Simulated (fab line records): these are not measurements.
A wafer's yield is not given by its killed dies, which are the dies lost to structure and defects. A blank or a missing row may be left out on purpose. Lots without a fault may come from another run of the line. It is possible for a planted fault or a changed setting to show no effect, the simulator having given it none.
Chamber matching | flow nand_harc | 3 sister chambers for NHARC_THIN_TSV_DEP_47 on pecvd-03
The step deposits SiO2, target thk 200 nm. 3 wafers are shown with their chamber, then 7 later ones without.

== WAFERS PAIRED WITH THEIR CHAMBERS ==
wafer  | chamber | throttle_valve_pct (%)
L623.1 | 2       | 16.2
L627.2 | 1       | 16.5
L627.3 | 0       | 15.7

== WAFERS MISSING THEIR CHAMBER ==
wafer  | throttle_valve_pct (%)
L627.5 | 15.9
L629.1 | 15.5
L629.2 | 16.3
L629.6 | 16.4
L631.2 | 15.8
L631.3 | 16.4
L631.6 | 15.8

== EACH ONE'S CHAMBER ==
wafer  | from the rows above     | in truth
L627.5 | can't be placed: 0 or 2 | 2
L629.1 | 0                       | 0
L629.2 | can't be placed: 2 or 1 | 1
L629.6 | can't be placed: 1 or 2 | 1
L631.2 | 0                       | 0
L631.3 | can't be placed: 1 or 2 | 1
L631.6 | 0                       | 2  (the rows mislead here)
Correctly placed: 2 of 7. Can't be placed from these rows: 4 (the true chamber is among the candidates in 4). Number placed wrongly: 1.
How it was worked out, from the rows above alone: a wafer's distance from a chamber is the root of the sum, over the readings, of the square of ((its reading less the chamber's mean) divided by the reading's scatter). If the next closest chamber is less than 2 further off than the closest, the wafer can't be placed; otherwise it belongs to the closest. A chamber's mean is the mean of its shown wafers. The scatter (one wafer shown for each chamber): square how far every hidden wafer sits from the nearest shown wafer, average those squares and take the square root.
